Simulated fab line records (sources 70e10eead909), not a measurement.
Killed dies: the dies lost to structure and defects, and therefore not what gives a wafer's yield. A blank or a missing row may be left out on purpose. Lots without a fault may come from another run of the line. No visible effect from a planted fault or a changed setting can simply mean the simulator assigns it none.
Problem report in the 8D (eight disciplines) form, filled by code + flow nand-harc + the parts of the form that need people (team, actions taken, sign-off) are left out

== 1. WHAT IS WRONG ==
At NHARC_P_GATE_INSPECT_68, raw-defect-count averages 3526 over 6 wafers from 2 lots, while fault-free wafers read 206, standard deviation 70. That puts it +47 standard deviations away from the usual mean.
The first sign was on wafer L913.1 at day 10 07:00, on defect-inspect-02. The record has a number at this step for 18 wafers belonging to 6 lots. Rule for "out", or "out of limits": more than 4 standard deviations from the usual mean. The rest of the wafers with a number are treated as sound.

== 2. WHAT IT IS, AND WHAT IT ISN'T ==
| question                    | is                                   | is not                                                             |
|-----------------------------|--------------------------------------|--------------------------------------------------------------------|
| which readings at this step | raw-defect-count                     | -                                                                  |
| which lots                  | L912, L913                           | L898, L901, L910, L915                                             |
| which wafers of those lots  | all that have a number               | -                                                                  |
| read on which gauges        | defect-inspect-01, defect-inspect-02 | -                                                                  |
| when                        | from day 10 07:00                    | up to then (9 sound wafers); but 3 sound wafers of L915 came after |

== 3. THE SUSPECTS, EACH WITH WHAT RULES IT OUT ==
Counting: a tool stays on the suspect list if, at a process step up to the reading, it processed all lots that are out and no sound lot following the first of them.
- the gauge at NHARC_P_GATE_INSPECT_68 is ruled out. Those wafers that are out were read across 2 gauges (defect-inspect-01, defect-inspect-02).
- rie-diel-12 at NHARC_P_GATE_DESCUM_13 (chemistry O2, time 3 s): kept. It ran every lot that is out, first L912 (day 8 22:30), and no sound lot after that; its last sound lot up to then is L910 (day 8 06:21).
- acl-dep-03 at NHARC_P_GATE_HM_DEP_102 (deposits aC, target thk 120 nm): kept. It ran every lot that is out, first L913 (day 9 10:37), and no sound lot after that; its last sound lot up to then is L910 (day 8 18:07).
- rie-si-04 at NHARC_P_GATE_ETCH_32 (etches the open film in HBr/Cl2, target depth 150 nm, time 100.1 s): kept. It ran every lot that is out, first L913 (day 9 12:37), and no sound lot after that; its last sound lot up to then is L910 (day 8 19:58).
Left after counting: rie-diel-12 at NHARC_P_GATE_DESCUM_13, acl-dep-03 at NHARC_P_GATE_HM_DEP_102, rie-si-04 at NHARC_P_GATE_ETCH_32.

== 4. THE CAUSE (what the simulator had put in) ==
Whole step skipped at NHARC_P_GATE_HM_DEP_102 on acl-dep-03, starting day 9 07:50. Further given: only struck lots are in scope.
After counting, 3 suspects remain, this tool included.

== 5. SEQUENCE OF EFFECTS, ordered by route ==
One row per reading whose mean, taken over the struck wafers that have a number, lies over 3 standard deviations from the usual. Only readings whose record carries a usual standard deviation are examined. hours: median over the lots of the time between each lot's start at the first step of this table that gives one and its start at this step. sigmas: the change, counted in usual standard deviations.
| hours | step                    | reading             | usual | on struck wafers | change | sigmas      |
|-------|-------------------------|---------------------|-------|------------------|--------|-------------|
| 0     | NHARC_P_GATE_INSPECT_68 | raw-defect-count    | 206   | 3526             | +3320  | +47         |
| 334   | NHARC_END_SORT_01       | killed-at-periphery | 3.9   | 672.5            | +668.6 | +99 or more |
| 334   | NHARC_END_SORT_01       | killed-dies         | 31    | 677              | +646   | +67         |
Readings that are blank on the struck wafers while sound wafers have them: susceptor-temp-C at NHARC_P_GATE_HM_DEP_102; throttle-valve-pct at NHARC_P_GATE_HM_DEP_102; cd-nm at NHARC_P_GATE_CD_MEAS_33.

== 6. HOW IT WOULD HAVE BEEN CAUGHT EARLIER ==
Counted from the fault's start at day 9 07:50, it took 23 hours until the first out-of-limits reading at a measuring or inspecting step in this record, taken at day 10 07:00.
Between NHARC_P_GATE_HM_DEP_102 and NHARC_P_GATE_INSPECT_68, NHARC_P_GATE_CD_MEAS_33 gave no cd-nm on the struck wafers, where sound wafers have one: a measuring or inspecting step that comes back empty is itself a sign.
At NHARC_P_GATE_HM_DEP_102 the tool's readings are blank on the struck wafers, where sound wafers have them: an empty tool record is the first sign, and it was there at once.
All the lots that are out (2) had begun NHARC_P_GATE_HM_DEP_102 on acl-dep-03 by day 10 07:00. Tool hold at that time: it would have spared none of them.
